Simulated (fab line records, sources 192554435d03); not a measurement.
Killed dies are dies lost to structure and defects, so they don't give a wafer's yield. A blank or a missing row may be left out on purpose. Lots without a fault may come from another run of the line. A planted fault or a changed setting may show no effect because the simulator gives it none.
A struck lot beside a sound one | flow n5_finfet | 26 steps out of a route of 1938
Sound: wafers L160.2, L160.4, L160.5. Struck: wafers L172.3, L172.4, L172.5. The cause comes at the end.
At each step with rows: each side's tool, then ch and its chambers, then its first start. Under that, the readings that differ: sound wafers | struck wafers | difference of the means | sigmas: that difference in standard deviations of wafers without a fault.
alike: readings whose means differ by less than 2 such deviations, and words and numbers that are the same on both sides. not compared: withheld readings, readings that some wafer has no value for, bounds like >300 that may hide the same value, and numbers for which the record gives no deviation and whose values overlap.
The two part at a step that has a row with sigmas, a row that says differs or no value, or rows on one side only. Numbers that don't overlap but have no deviation are shown without sigmas and don't part them. A reading that every wafer of one side lacks parts them only if that side has two wafers or more.

N5_BEOL_M5_ETCH_72: etches underlayer in N2/H2, target depth 6.5 nm, time 5.2 s.
  sound on rie_diel-03 ch 0,2,3, day 8 08:26; struck on rie_diel-04 ch 0,1, day 11 12:50
  alike: drypump_motor_current_A, etch_rf_on_time_s, oes_product_au, rf_vpp_V, showerhead_plenum_p_Torr, throttle_valve_pct
  not compared: rf_hours_counter_h
then, 1 step without rows for these wafers: N5_BEOL_M5_ETCH_61 (etches SiARC in CF4, target depth 15.6 nm, time 26 s).
N5_BEOL_M5_ETCH_62: etches SOC in N2/H2, target depth 75 nm, overetch 15 nm, time 112.5 s.
  sound on rie_diel-03 ch 0,2,3, day 8 08:29; struck on rie_diel-04 ch 0,1, day 11 12:53
  alike: drypump_motor_current_A, oes_product_au, rf_vpp_V, showerhead_plenum_p_Torr, temp_c, throttle_valve_pct
  not compared: rf_hours_counter_h
then, 2 steps without rows for these wafers: N5_BEOL_M5_STRIP_63 (strips in N2/H2); N5_BEOL_M5_STRIP_73 (strips in N2/H2).
N5_BEOL_M5_STRIP_64: strips in CF4.
  sound on rie_diel-03 ch 0,2,3, day 8 08:36; struck on rie_diel-04 ch 0,1, day 11 13:01
  alike: drypump_motor_current_A, oes_product_au, rf_vpp_V, showerhead_plenum_p_Torr, throttle_valve_pct
  not compared: rf_hours_counter_h
then, 2 steps without rows for these wafers: N5_BEOL_M5_HM_OPEN_17 (chemistry Cl2/BCl3, target TiN, target depth 20 nm, overetch 6 nm); N5_BEOL_M5_STRIP_19 (strips in O2).
N5_BEOL_M5_CD_MEAS_18: pitch 56 nm, target cd 28 nm.
  sound on cd_sem-03, day 8 08:50; struck on cd_sem-03, day 11 13:14
  alike: cd_nm
then, 3 steps without rows for these wafers: N5_BEOL_M5_COAT_65 (time 60 s, resist thk 60 nm); N5_BEOL_M5_COAT_66 (time 60 s, resist thk 12 nm); N5_BEOL_M5_COAT_74 (time 60 s, resist thk 5 nm).
N5_BEOL_M5_COAT_22: resist thk 30 nm.
  sound on litho_track-02 ch 0, day 8 13:34; struck on litho_track-02 ch 0, day 11 13:27
  reading                                      | sound                | struck               | difference | sigmas
  spin_speed_rpm (rpm)                         | 1500.0 1501.3 1499.6 | 1621.4 1621.9 1623.3 | +121.9     | +99 or more
  model.CAR-EUV_of_BEOL_M5_COAT_22.thk_nm (nm) | 29.8 29.8 29.8       | 28.8 28.8 28.6       | -1.1       |
then, 5 steps without rows for these wafers: N5_BEOL_M5_EBR_24; N5_BEOL_M5_SOFTBAKE_23 (time 60 s); N5_BEOL_M5_EXPOSE_25 (exposes mask V4, defocus 10 nm); N5_BEOL_M5_PEB_26 (peb time 60 s); N5_BEOL_M5_DEVELOP_27 (develop time 30 s).
N5_BEOL_M5_CD_MEAS_28: target cd 30.6 nm, target cd y 20 nm.
  sound on cd_sem-02 ch 0, day 8 13:51; struck on cd_sem-02 ch 0, day 11 13:50
  alike: cd_nm
N5_BEOL_M5_OVL_MEAS_29:
  sound on overlay-02 ch 0, day 8 13:53; struck on overlay-02 ch 0, day 11 13:53
  alike: V4_OVL
N5_BEOL_M5_INSPECT_30: inspects for defects (brightfield).
  sound on defect_inspect-01, day 8 13:56; struck on defect_inspect-01, day 11 13:56
  alike: raw_defect_count
then, 1 step without rows for these wafers: N5_BEOL_M5_DESCUM_33 (chemistry O2, time 7 s).
N5_BEOL_M5_ETCH_75: etches underlayer in N2/H2, target depth 6.5 nm, time 5.2 s.
  sound on rie_diel-04 ch 0,1,2, day 8 14:08; struck on rie_diel-03 ch 0,1,2, day 11 14:00
  alike: drypump_motor_current_A, etch_rf_on_time_s, oes_product_au, rf_vpp_V, showerhead_plenum_p_Torr, throttle_valve_pct
  not compared: rf_hours_counter_h
N5_BEOL_M5_ETCH_67: etches SiARC in CF4, target depth 15.6 nm, time 26 s.
  sound on rie_diel-04 ch 0,1,2, day 8 14:09; struck on rie_diel-03 ch 0,1,2, day 11 14:01
  reading                                      | sound      | struck     | difference | sigmas
  model.CAR-EUV_of_BEOL_M5_COAT_22.thk_nm (nm) | 11 11 10.8 | 9.8 10 9.8 | -1.1       |
  alike: drypump_motor_current_A, etch_rf_on_time_s, oes_product_au, rf_vpp_V, showerhead_plenum_p_Torr, throttle_valve_pct
  not compared: rf_hours_counter_h
N5_BEOL_M5_ETCH_68: etches SOC in N2/H2, target depth 80 nm, overetch 16 nm, time 120 s.
  sound on rie_diel-04 ch 0,1,2, day 8 14:11; struck on rie_diel-03 ch 0,1,2, day 11 14:02
  alike: drypump_motor_current_A, oes_product_au, rf_vpp_V, showerhead_plenum_p_Torr, temp_c, throttle_valve_pct
  not compared: rf_hours_counter_h
-- the record jumps here: 5 days lie between the struck wafers' starts before and after (it left off in module BEOL_M5 and takes up again in module PASSIVATION, whose first step shown is number 1936 of the route) --
N5_PASSIVATION_PROBE_49:
  sound on prober-02, day 13 04:50; struck on prober-02, day 16 03:35
  alike: defect_limited_yield, killed_at_M0_to_M3, killed_at_M4_up, killed_at_contacts, killed_at_front_end, killed_at_other, killed_dies, killed_open, killed_short, sort_bin_5_function, sort_bin_6_memory, sort_n_pass, sort_yield_pct

WHERE THEY PART
Only at N5_BEOL_M5_COAT_22, within this record. Later steps at which nothing parts them and some readings are alike: N5_BEOL_M5_CD_MEAS_28, N5_BEOL_M5_OVL_MEAS_29, N5_BEOL_M5_INSPECT_30, N5_BEOL_M5_ETCH_75, N5_BEOL_M5_ETCH_67, N5_BEOL_M5_ETCH_68, N5_PASSIVATION_PROBE_49.

WHY: what the simulator had put in
Process parameter drift: litho_track-02, from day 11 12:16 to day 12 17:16, at N5_BEOL_M5_COAT_22. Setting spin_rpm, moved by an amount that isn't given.
